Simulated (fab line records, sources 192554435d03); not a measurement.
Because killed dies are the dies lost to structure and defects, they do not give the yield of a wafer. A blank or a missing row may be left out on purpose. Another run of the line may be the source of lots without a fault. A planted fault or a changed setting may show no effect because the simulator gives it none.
Which of the tools did it? :: flow n5_finfet :: Sampling: 10 lots, 28 wafers, 2 of 1938 route steps

== WHAT EACH GAUGE READ, for each wafer ==
N5_SD_ACTIVATION_RS_MEAS_03: a four-point-probe measurement.
lot: L157
measured: day 3 10:31
on: film_metro-01
RS_SD_P (ohm/sq): 56.5 55.4 55.6

lot: L160
measured: day 4 05:07
on: film_metro-01
RS_SD_P (ohm/sq): 56.5 56.1 56.2

lot: L164
measured: day 5 06:11
on: film_metro-02
RS_SD_P (ohm/sq): 157.6 159.1 158.7

lot: L165
measured: day 5 10:19
on: film_metro-01
RS_SD_P (ohm/sq): 55.7 56.0 55.6

lot: L166
measured: day 5 15:44
on: film_metro-01
RS_SD_P (ohm/sq): 152.9 157.1 155.9

lot: L171
measured: day 7 02:42
on: film_metro-01
RS_SD_P (ohm/sq): 56.8 57.2 57.4

lot: L175
measured: day 7 20:25
on: film_metro-02
RS_SD_P (ohm/sq): 56.3 56.4

lot: L176
measured: day 8 05:23
on: film_metro-02
RS_SD_P (ohm/sq): 55.1 54.5

lot: L178
measured: day 8 21:46
on: film_metro-01
RS_SD_P (ohm/sq): 57.1 56.9 55.7

lot: L179
measured: day 8 23:49
on: film_metro-01
RS_SD_P (ohm/sq): 57.8 57.1 57.7

== EACH LOT AND THE TOOL THAT RAN IT (in order: tool; ch and the chambers of the sampled wafers; start) ==
lot: L157
N5_SD_EPI_P_EPI_21: epi_rpcvd-01 ch 0, day 3 08:00

lot: L160
N5_SD_EPI_P_EPI_21: epi_rpcvd-01 ch 0, day 4 02:17

lot: L164
N5_SD_EPI_P_EPI_21: epi_rpcvd-01 ch 0, day 5 03:43

lot: L165
N5_SD_EPI_P_EPI_21: epi_rpcvd-02 ch 0, day 5 08:10

lot: L166
N5_SD_EPI_P_EPI_21: epi_rpcvd-01 ch 0, day 5 12:56

lot: L171
N5_SD_EPI_P_EPI_21: epi_rpcvd-04 ch 0, day 6 23:49

lot: L175
N5_SD_EPI_P_EPI_21: epi_rpcvd-02 ch 0, day 7 17:56

lot: L176
N5_SD_EPI_P_EPI_21: epi_rpcvd-01 ch 0, day 8 03:49

lot: L178
N5_SD_EPI_P_EPI_21: epi_rpcvd-02 ch 0, day 8 19:38

lot: L179
N5_SD_EPI_P_EPI_21: epi_rpcvd-01 ch 0, day 8 21:13
- N5_SD_EPI_P_EPI_21: deposits SiGe:B, time 355 s.

== THE ANSWER, worked out from the rows above alone ==
Rule: usual is defined by the lots themselves. The widest of any qualifying gaps counts: lots, ordered by their means at a reading, are off when they make up no more than a third of the lots, leave a main group of 4 or more, and stand apart from it by 3 or more times the standard deviation of that group's means. A main group is skipped when, at the precision printed for the reading in the tables above, its means are all equal. Also off: a lot with no number at a reading for which 4 or more lots have one. Where the step has rows for the other lots, those lots are counted as sound.
Off: L164, L166, at N5_SD_ACTIVATION_RS_MEAS_03 (RS_SD_P). Main group: mean 56.3 ohm/sq, sd 0.79.
A tool fits if, at a process step before that reading, it ran every lot that is off, and no sound lot after the first of them. Those tools and the gauges at N5_SD_ACTIVATION_RS_MEAS_03 are tried in the same way. No candidate that was tried fits.

== WHAT THE SIMULATOR HAD PUT IN ==
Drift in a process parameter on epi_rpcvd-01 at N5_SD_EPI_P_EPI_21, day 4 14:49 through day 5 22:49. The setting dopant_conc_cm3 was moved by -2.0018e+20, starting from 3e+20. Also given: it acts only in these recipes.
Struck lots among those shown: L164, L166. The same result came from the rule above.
